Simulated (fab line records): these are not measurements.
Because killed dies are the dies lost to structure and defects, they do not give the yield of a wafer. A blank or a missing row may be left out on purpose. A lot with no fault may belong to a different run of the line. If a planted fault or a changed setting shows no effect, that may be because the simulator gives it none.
Which tool did it? | flow n5 finfet | 23 lots, 69 wafers sampled, at 6 steps of a route of 1938

== WHAT THE GAUGES SHOWED, per wafer ==
N5_BEOL_M1_OVL_MEAS_29. Usual: V0_OVL 0.3 nm, standard deviation 0.63.
lot  | measured     | on         | V0_OVL (nm)    | flag
L075 | day 6 12:16  | overlay-01 | 0.3 0.1 0.8    |
L076 | day 6 14:01  | overlay-01 | -0.3 0.8 1.2   |
L077 | day 6 21:40  | overlay-02 | 0.1 0.7 1.0    |
L074 | day 7 06:47  | overlay-02 | -1.3 -0.7 -0.4 |
L079 | day 7 07:02  | overlay-01 | 1.8 1.2 0.8    |
L078 | day 7 13:04  | overlay-01 | 0.0 -0.6 -0.6  |
L080 | day 7 14:12  | overlay-02 | 0.5 0.3 1.5    |
L081 | day 7 20:07  | overlay-02 | 0.3 0.0 -0.3   |
L082 | day 8 07:51  | overlay-02 | 0.1 -1.2 -0.7  |
L084 | day 8 19:08  | overlay-02 | -0.4 -0.6 0.1  |
L085 | day 9 03:45  | overlay-01 | -0.3 0.6 -0.1  |
L086 | day 9 12:10  | overlay-01 | 1.1 0.5 0.7    |
L087 | day 9 14:08  | overlay-01 | -0.8 0.0 0.0   |
L088 | day 9 14:20  | overlay-02 | 0.0 0.8 0.9    |
L089 | day 9 23:02  | overlay-02 | 0.6 1.0 0.3    |
L090 | day 10 05:51 | overlay-02 | 0.8 0.1 1.3    |
L091 | day 10 09:35 | overlay-02 | 0.0 0.8 -0.4   |
L092 | day 10 12:17 | overlay-01 | 0.4 0.4 1.3    |
L093 | day 10 23:08 | overlay-02 | 0.2 -0.2 -0.4  |
L094 | day 11 02:38 | overlay-01 | 0.1 0.0 0.5    |
L096 | day 11 15:03 | overlay-01 | 0.7 0.7 0.7    |
L095 | day 11 15:20 | overlay-01 | -0.5 0.4 -0.4  |
L097 | day 11 20:03 | overlay-02 | 1.3 1.4 0.3    |

N5_BEOL_M2_CD_MEAS_18: pitch 36 nm, target cd 18 nm. Usual: cd nm reads 17.5 nm (standard deviation 0.43).
lot  | measured     | on        | cd nm (nm)     | flag
L075 | day 6 21:01  | cd sem-03 | 17.3 18.0 17.0 |
L076 | day 7 05:44  | cd sem-02 | 18.0 16.8 17.5 |
L077 | day 7 09:11  | cd sem-02 | 17.2 17.8 17.9 |
L074 | day 7 19:08  | cd sem-02 | 17.5 18.1 17.3 |
L079 | day 7 20:45  | cd sem-03 | 17.4 17.7 18.1 |
L078 | day 7 21:11  | cd sem-02 | 16.8 17.2 18.1 |
L080 | day 7 22:13  | cd sem-02 | 17.6 16.3 18.1 |
L081 | day 8 04:14  | cd sem-03 | 17.3 17.3 17.3 |
L082 | day 8 14:38  | cd sem-03 | 18.2 17.3 18.2 |
L084 | day 9 10:20  | cd sem-03 | 17.3 17.3 16.9 |
L085 | day 9 12:54  | cd sem-01 | 17.5 17.5 18.0 |
L086 | day 9 23:59  | cd sem-01 | 18.1 17.8 17.6 |
L087 | day 10 05:08 | cd sem-03 | 17.9 17.3 17.5 |
L088 | day 10 08:04 | cd sem-02 | 17.6 17.5 17.9 |
L089 | day 10 08:10 | cd sem-02 | 17.3 16.6 17.4 |
L090 | day 10 12:57 | cd sem-01 | 17.2 17.4 17.1 |
L091 | day 10 19:03 | cd sem-02 | 17.8 17.4 17.3 |
L092 | day 11 02:17 | cd sem-01 | 17.1 17.8 17.4 |
L093 | day 11 06:38 | cd sem-02 | 18.1 18.6 17.7 |
L094 | day 11 10:35 | cd sem-01 | 17.2 17.2 17.6 |
L096 | day 11 23:10 | cd sem-03 | 16.8 17.5 17.3 |
L095 | day 12 02:04 | cd sem-01 | 17.9 17.7 17.4 |
L097 | day 12 06:16 | cd sem-03 | 17.1 17.6 17.6 |

== WHICH TOOL RAN EACH LOT (tool, then ch and the chambers of the sampled wafers, then the start) ==
lot  | N5_BEOL_M1_VIA_ETCH_34             | N5_BEOL_M2_ILD_DEP_00           | N5_BEOL_M2_ETCH_74                 | N5_BEOL_M2_ETCH_64
L075 | rie diel-01 ch 0,3, day 6 13:14    | pecvd-02 ch 1,2, day 6 17:37    | rie diel-06 ch 1,2,3, day 6 20:37  | rie diel-06 ch 1,2,3, day 6 20:40
L076 | rie diel-02 ch 1,2,3, day 6 22:43  | pecvd-01 ch 0,2, day 7 03:50    | rie diel-06 ch 0,1,3, day 7 05:20  | rie diel-06 ch 0,1,3, day 7 05:23
L077 | rie diel-01 ch 0,1,3, day 7 03:35  | pecvd-02 ch 1,2, day 7 07:40    | rie diel-03 ch 1,3, day 7 08:34    | rie diel-03 ch 1,3, day 7 08:37
L074 | rie diel-04 ch 0,1,2, day 7 11:38  | pecvd-01 ch 0,1,2, day 7 16:01  | rie diel-03 ch 1,2, day 7 18:44    | rie diel-03 ch 1,2, day 7 18:47
L079 | rie diel-01 ch 0,2, day 7 14:24    | pecvd-02 ch 0,1, day 7 18:35    | rie diel-03 ch 1,2, day 7 20:20    | rie diel-03 ch 1,2, day 7 20:23
L078 | rie diel-02 ch 0,2,3, day 7 14:53  | pecvd-04 ch 0,1,2, day 7 19:04  | rie diel-03 ch 1,2,3, day 7 20:46  | rie diel-03 ch 1,2,3, day 7 20:52
L080 | rie diel-02 ch 0,2,3, day 7 15:13  | pecvd-01 ch 0,1,2, day 7 20:47  | rie diel-05 ch 0,1, day 7 21:49    | rie diel-05 ch 0,1, day 7 21:52
L081 | rie diel-02 ch 0,3, day 7 20:40    | pecvd-04 ch 1,2, day 8 02:44    | rie diel-05 ch 1,3, day 8 03:39    | rie diel-05 ch 1,3, day 8 03:41
L082 | rie diel-01 ch 1,2, day 8 08:22    | pecvd-04 ch 0,2, day 8 12:37    | rie diel-05 ch 2,3, day 8 14:14    | rie diel-05 ch 2,3, day 8 14:17
L084 | rie diel-04 ch 0,1,3, day 9 01:51  | pecvd-04 ch 0,2, day 9 07:16    | rie diel-06 ch 0,2,3, day 9 09:56  | rie diel-06 ch 0,2,3, day 9 09:59
L085 | rie diel-01 ch 0,1,2, day 9 06:04  | pecvd-02 ch 0,1,2, day 9 10:51  | rie diel-03 ch 0,1,2, day 9 12:30  | rie diel-03 ch 0,1,2, day 9 12:32
L086 | rie diel-01 ch 1,3, day 9 17:43    | pecvd-02 ch 1,2, day 9 22:13    | rie diel-05 ch 0,1, day 9 23:34    | rie diel-05 ch 0,1, day 9 23:37
L087 | rie diel-01 ch 0,2,3, day 9 22:08  | pecvd-04 ch 0,1, day 10 02:29   | rie diel-05 ch 0,1,3, day 10 04:44 | rie diel-05 ch 0,1,3, day 10 04:47
L088 | rie diel-01 ch 0,1,3, day 9 22:35  | pecvd-02 ch 0,1,2, day 10 04:56 | rie diel-03 ch 1,2, day 10 07:31   | rie diel-03 ch 1,2, day 10 07:38
L089 | rie diel-04 ch 2,3, day 10 01:35   | pecvd-01 ch 0,1,2, day 10 05:32 | rie diel-05 ch 0,1,3, day 10 07:46 | rie diel-05 ch 0,1,3, day 10 07:48
L090 | rie diel-01 ch 0,1,3, day 10 07:04 | pecvd-01 ch 1,2, day 10 11:16   | rie diel-03 ch 0,2,3, day 10 12:28 | rie diel-03 ch 0,2,3, day 10 12:30
L091 | rie diel-01 ch 0,3, day 10 10:21   | pecvd-02 ch 0,1, day 10 14:37   | rie diel-03 ch 1,2, day 10 18:32   | rie diel-03 ch 1,2, day 10 18:35
L092 | rie diel-04 ch 0,3, day 10 18:03   | pecvd-02 ch 0,2, day 10 22:49   | rie diel-06 ch 0,2,3, day 11 01:43 | rie diel-06 ch 0,2,3, day 11 01:46
L093 | rie diel-02 ch 0,2,3, day 11 00:58 | pecvd-01 ch 0,2, day 11 05:24   | rie diel-03 ch 0,1, day 11 06:14   | rie diel-03 ch 0,1, day 11 06:17
L094 | rie diel-04 ch 1,3, day 11 04:27   | pecvd-01 ch 0,2, day 11 08:37   | rie diel-03 ch 2,3, day 11 10:11   | rie diel-03 ch 2,3, day 11 10:14
L096 | rie diel-01 ch 0,1,3, day 11 16:30 | pecvd-04 ch 0,1, day 11 21:22   | rie diel-05 ch 0,1, day 11 22:46   | rie diel-05 ch 0,1, day 11 22:48
L095 | rie diel-04 ch 1,3, day 11 18:15   | pecvd-01 ch 0,1, day 11 23:40   | rie diel-06 ch 0,1,3, day 12 01:40 | rie diel-06 ch 0,1,3, day 12 01:43
L097 | rie diel-01 ch 0,2,3, day 11 22:29 | pecvd-01 ch 0,1,2, day 12 04:31 | rie diel-03 ch 0,3, day 12 05:52   | rie diel-03 ch 0,3, day 12 05:54
- N5_BEOL_M1_VIA_ETCH_34: etches the open film in C4F6/O2, target depth 67.8 nm, time 64.4 s.
- N5_BEOL_M2_ILD_DEP_00: deposits SiOC from DEMS/O2, target thk 79 nm, time 15.3 s.
- N5_BEOL_M2_ETCH_74: etches underlayer in N2/H2, target depth 6.5 nm, time 5.2 s.
- N5_BEOL_M2_ETCH_64: etches SOC in N2/H2, target depth 75 nm, overetch 22.5 nm, time 121.9 s.

== WHAT THE TOOLS THEMSELVES READ (means of the sampled wafers that have a number; where no wafer has one, the mark that the record gives instead) ==
N5_BEOL_M1_VIA_ETCH_34. Usual: drypump motor current A 6.0 A, standard deviation 0.57; oes_f_703_au 0.79 a.u., standard deviation 0.081; oes product au 0.79 a.u., standard deviation 0.078; rf vpp V 662 V, standard deviation 20; showerhead plenum p Torr 2.83 Torr, standard deviation 0.092; throttle valve pct 30.6 %, standard deviation 0.45.
lot  | tool        | drypump motor current A (A) | oes_f_703_au (a.u.) | oes product au (a.u.) | rf vpp V (V) | showerhead plenum p Torr (Torr) | throttle valve pct (%) | flag
L075 | rie diel-01 | 5.9                         | 0.80                | 0.80                  | 661          | 2.79                            | 30.2                   |
L076 | rie diel-02 | 5.9                         | 0.81                | 0.82                  | 666          | 2.90                            | 30.8                   |
L077 | rie diel-01 | 5.9                         | 0.84                | 0.84                  | 655          | 2.83                            | 30.6                   |
L074 | rie diel-04 | 5.6                         | 0.79                | 0.78                  | 678          | 2.86                            | 30.8                   |
L079 | rie diel-01 | 5.7                         | 0.85                | 0.87                  | 672          | 2.75                            | 30.1                   |
L078 | rie diel-02 | 5.9                         | 0.78                | 0.77                  | 654          | 2.91                            | 30.9                   |
L080 | rie diel-02 | 5.9                         | 0.77                | 0.77                  | 655          | 2.91                            | 30.9                   |
L081 | rie diel-02 | 5.7                         | 0.69                | 0.69                  | 646          | 2.87                            | 31.0                   |
L082 | rie diel-01 | 6.5                         | 0.83                | 0.84                  | 647          | 2.85                            | 31.0                   |
L084 | rie diel-04 | 5.9                         | 0.81                | 0.79                  | 678          | 2.86                            | 30.8                   |
L085 | rie diel-01 | 6.1                         | 0.82                | 0.84                  | 659          | 2.80                            | 30.5                   |
L086 | rie diel-01 | 6.3                         | 0.81                | 0.81                  | 642          | 2.87                            | 31.0                   |
L087 | rie diel-01 | 6.1                         | 0.78                | 0.79                  | 666          | 2.76                            | 30.2                   |
L088 | rie diel-01 | 5.9                         | 0.81                | 0.81                  | 654          | 2.82                            | 30.6                   |
L089 | rie diel-04 | 6.0                         | 0.73                | 0.75                  | 671          | 2.71                            | 30.5                   |
L090 | rie diel-01 | 5.9                         | 0.81                | 0.81                  | 653          | 2.82                            | 30.6                   |
L091 | rie diel-01 | 5.9                         | 0.77                | 0.77                  | 661          | 2.78                            | 30.2                   |
L092 | rie diel-04 | 6.3                         | 0.72                | 0.74                  | 698          | 2.87                            | 30.8                   |
L093 | rie diel-02 | 5.9                         | 0.83                | 0.82                  | 654          | 2.90                            | 30.9                   |
L094 | rie diel-04 | 6.1                         | 0.83                | 0.81                  | 662          | 2.78                            | 30.6                   |
L096 | rie diel-01 | 5.9                         | 0.80                | 0.80                  | 654          | 2.82                            | 30.6                   |
L095 | rie diel-04 | 5.6                         | 0.86                | 0.83                  | 657          | 2.83                            | 30.7                   |
L097 | rie diel-01 | 6.1                         | 0.77                | 0.77                  | 667          | 2.75                            | 30.2                   |

N5_BEOL_M2_ILD_DEP_00. Usual: heater power w 476 W, standard deviation 79; showerhead plenum p Torr 5.698 Torr, standard deviation 0.018; showerhead vpp V 1357 V, standard deviation 100; susceptor temp C 349.98 C, standard deviation 0.21; throttle valve pct 11.9 %, standard deviation 0.57.
lot  | tool     | heater power w (W) | showerhead plenum p Torr (Torr) | showerhead vpp V (V) | susceptor temp C (C) | throttle valve pct (%) | flag
L075 | pecvd-02 | 463                | 5.708                           | 1427                 | 350.19               | 11.8                   |
L076 | pecvd-01 | 441                | 5.714                           | 1295                 | 349.96               | 11.5                   |
L077 | pecvd-02 | 454                | 5.700                           | 1500                 | 349.76               | 12.3                   |
L074 | pecvd-01 | 467                | 5.701                           | 1305                 | 350.02               | 11.5                   |
L079 | pecvd-02 | 454                | 5.709                           | 1535                 | 349.86               | 11.7                   |
L078 | pecvd-04 | 535                | 5.671                           | 1286                 | 350.03               | 12.3                   |
L080 | pecvd-01 | 451                | 5.705                           | 1306                 | 349.97               | 11.5                   |
L081 | pecvd-04 | 406                | 5.672                           | 1312                 | 350.15               | 12.6                   |
L082 | pecvd-04 | 620                | 5.683                           | 1264                 | 349.98               | 12.2                   |
L084 | pecvd-04 | 564                | 5.680                           | 1271                 | 349.97               | 12.5                   |
L085 | pecvd-02 | 462                | 5.710                           | 1484                 | 349.99               | 11.7                   |
L086 | pecvd-02 | 393                | 5.703                           | 1429                 | 350.07               | 11.9                   |
L087 | pecvd-04 | 615                | 5.680                           | 1269                 | 350.10               | 12.1                   |
L088 | pecvd-02 | 461                | 5.705                           | 1470                 | 349.91               | 11.8                   |
L089 | pecvd-01 | 463                | 5.706                           | 1303                 | 350.02               | 11.6                   |
L090 | pecvd-01 | 445                | 5.701                           | 1340                 | 350.02               | 11.6                   |
L091 | pecvd-02 | 472                | 5.706                           | 1526                 | 350.12               | 11.6                   |
L092 | pecvd-02 | 464                | 5.720                           | 1437                 | 349.74               | 11.2                   |
L093 | pecvd-01 | 491                | 5.708                           | 1266                 | 350.18               | 11.7                   |
L094 | pecvd-01 | 482                | 5.702                           | 1281                 | 350.01               | 11.7                   |
L096 | pecvd-04 | 497                | 5.678                           | 1299                 | 349.95               | 12.3                   |
L095 | pecvd-01 | 443                | 5.691                           | 1299                 | 349.89               | 11.6                   |
L097 | pecvd-01 | 469                | 5.705                           | 1317                 | 349.91               | 11.7                   |

N5_BEOL_M2_ETCH_74. Usual: drypump motor current A 5.6 A, standard deviation 0.47; etch rf on time s 5.24 s, standard deviation 0.18; oes product au 0.70 a.u., standard deviation 0.087; rf vpp V 523.7 V, standard deviation 2.1; showerhead plenum p Torr 2.54 Torr, standard deviation 0.071; throttle valve pct 17.89 %, standard deviation 0.21.
lot  | tool        | drypump motor current A (A) | etch rf on time s (s) | oes product au (a.u.) | rf vpp V (V) | showerhead plenum p Torr (Torr) | throttle valve pct (%) | flag
L075 | rie diel-06 | 5.2                         | 5.42                  | 0.58                  | 524.1        | 2.53                            | 18.03                  |
L076 | rie diel-06 | 5.3                         | 5.29                  | 0.65                  | 525.6        | 2.57                            | 17.88                  |
L077 | rie diel-03 | 5.8                         | 5.17                  | 0.75                  | 523.4        | 2.54                            | 17.89                  |
L074 | rie diel-03 | 5.8                         | 5.05                  | 0.80                  | 525.4        | 2.57                            | 17.84                  |
L079 | rie diel-03 | 5.8                         | 5.07                  | 0.80                  | 524.5        | 2.57                            | 17.84                  |
L078 | rie diel-03 | 5.7                         | 5.14                  | 0.73                  | 523.6        | 2.58                            | 17.99                  |
L080 | rie diel-05 | 5.6                         | 5.19                  | 0.75                  | 524.7        | 2.50                            | 17.66                  |
L081 | rie diel-05 | 5.4                         | 5.39                  | 0.68                  | 526.2        | 2.57                            | 17.81                  |
L082 | rie diel-05 | 5.3                         | 5.25                  | 0.61                  | 520.8        | 2.45                            | 18.02                  |
L084 | rie diel-06 | 4.9                         | 5.18                  | 0.72                  | 524.8        | 2.57                            | 17.79                  |
L085 | rie diel-03 | 6.0                         | 5.18                  | 0.78                  | 523.2        | 2.53                            | 17.85                  |
L086 | rie diel-05 | 5.4                         | 5.20                  | 0.72                  | 523.6        | 2.54                            | 17.69                  |
L087 | rie diel-05 | 5.7                         | 5.32                  | 0.67                  | 524.2        | 2.52                            | 17.86                  |
L088 | rie diel-03 | 5.9                         | 5.13                  | 0.76                  | 522.6        | 2.51                            | 17.79                  |
L089 | rie diel-05 | 5.7                         | 5.37                  | 0.67                  | 522.7        | 2.52                            | 17.86                  |
L090 | rie diel-03 | 5.9                         | 5.28                  | 0.78                  | 523.8        | 2.58                            | 17.96                  |
L091 | rie diel-03 | 5.9                         | 5.16                  | 0.74                  | 522.8        | 2.51                            | 17.80                  |
L092 | rie diel-06 | 4.9                         | 5.21                  | 0.70                  | 524.3        | 2.57                            | 17.81                  |
L093 | rie diel-03 | 6.0                         | 5.19                  | 0.75                  | 523.7        | 2.48                            | 17.78                  |
L094 | rie diel-03 | 5.6                         | 5.31                  | 0.76                  | 525.2        | 2.62                            | 17.99                  |
L096 | rie diel-05 | 5.6                         | 5.20                  | 0.70                  | 523.4        | 2.49                            | 17.72                  |
L095 | rie diel-06 | 5.4                         | 5.29                  | 0.71                  | 523.9        | 2.56                            | 17.84                  |
L097 | rie diel-03 | 6.0                         | 5.41                  | 0.75                  | 523.8        | 2.54                            | 17.95                  |

N5_BEOL_M2_ETCH_64. Usual: drypump motor current A 5.6 A, standard deviation 0.47; oes product au 0.63 a.u., standard deviation 0.072; rf vpp V 523.7 V, standard deviation 1.8; showerhead plenum p Torr 2.54 Torr, standard deviation 0.071; throttle valve pct 17.85 %, standard deviation 0.22.
lot  | tool        | drypump motor current A (A) | oes product au (a.u.) | rf vpp V (V) | showerhead plenum p Torr (Torr) | throttle valve pct (%) | flag
L075 | rie diel-06 | 5.1                         | 0.53                  | 523.3        | 2.53                            | 18.00                  |
L076 | rie diel-06 | 5.3                         | 0.58                  | 525.1        | 2.57                            | 17.85                  |
L077 | rie diel-03 | 5.8                         | 0.67                  | 523.9        | 2.53                            | 17.83                  |
L074 | rie diel-03 | 5.8                         | 0.69                  | 524.1        | 2.57                            | 17.79                  |
L079 | rie diel-03 | 5.8                         | 0.69                  | 524.5        | 2.57                            | 17.79                  |
L078 | rie diel-03 | 5.7                         | 0.64                  | 524.6        | 2.58                            | 17.94                  |
L080 | rie diel-05 | 5.6                         | 0.66                  | 522.9        | 2.50                            | 17.61                  |
L081 | rie diel-05 | 5.4                         | 0.62                  | 524.9        | 2.57                            | 17.78                  |
L082 | rie diel-05 | 5.2                         | 0.55                  | 521.4        | 2.45                            | 17.96                  |
L084 | rie diel-06 | 4.9                         | 0.64                  | 525.0        | 2.57                            | 17.76                  |
L085 | rie diel-03 | 6.0                         | 0.69                  | 523.2        | 2.53                            | 17.80                  |
L086 | rie diel-05 | 5.4                         | 0.64                  | 524.0        | 2.54                            | 17.63                  |
L087 | rie diel-05 | 5.7                         | 0.60                  | 523.5        | 2.52                            | 17.82                  |
L088 | rie diel-03 | 5.9                         | 0.67                  | 522.8        | 2.51                            | 17.74                  |
L089 | rie diel-05 | 5.7                         | 0.60                  | 523.1        | 2.52                            | 17.83                  |
L090 | rie diel-03 | 5.9                         | 0.70                  | 524.3        | 2.58                            | 17.91                  |
L091 | rie diel-03 | 5.9                         | 0.66                  | 523.3        | 2.51                            | 17.75                  |
L092 | rie diel-06 | 4.9                         | 0.62                  | 524.5        | 2.56                            | 17.77                  |
L093 | rie diel-03 | 6.0                         | 0.67                  | 522.1        | 2.48                            | 17.74                  |
L094 | rie diel-03 | 5.6                         | 0.68                  | 525.3        | 2.62                            | 17.95                  |
L096 | rie diel-05 | 5.6                         | 0.62                  | 522.5        | 2.49                            | 17.69                  |
L095 | rie diel-06 | 5.3                         | 0.64                  | 524.4        | 2.56                            | 17.79                  |
L097 | rie diel-03 | 6.0                         | 0.69                  | 523.7        | 2.53                            | 17.92                  |

== THE ANSWER, worked out from the rows above alone ==
Rule: lot off if the mean of its wafers having a number is beyond 3 standard deviations from the usual mean. Also off: a lot with no number at a reading for which 4 or more lots have one. The other lots that the step has rows for count as sound. After the gauges, taken in route order, come the tools' own readings; for these a lot's mean is taken, as printed above. The first step at which some lot is off is used, and at that step the reading that is off furthest; a lot without a number counts as furthest.
None of the lots is off at any reading shown; this tells nothing.

== WHAT HAD BEEN PUT IN BY THE SIMULATOR ==
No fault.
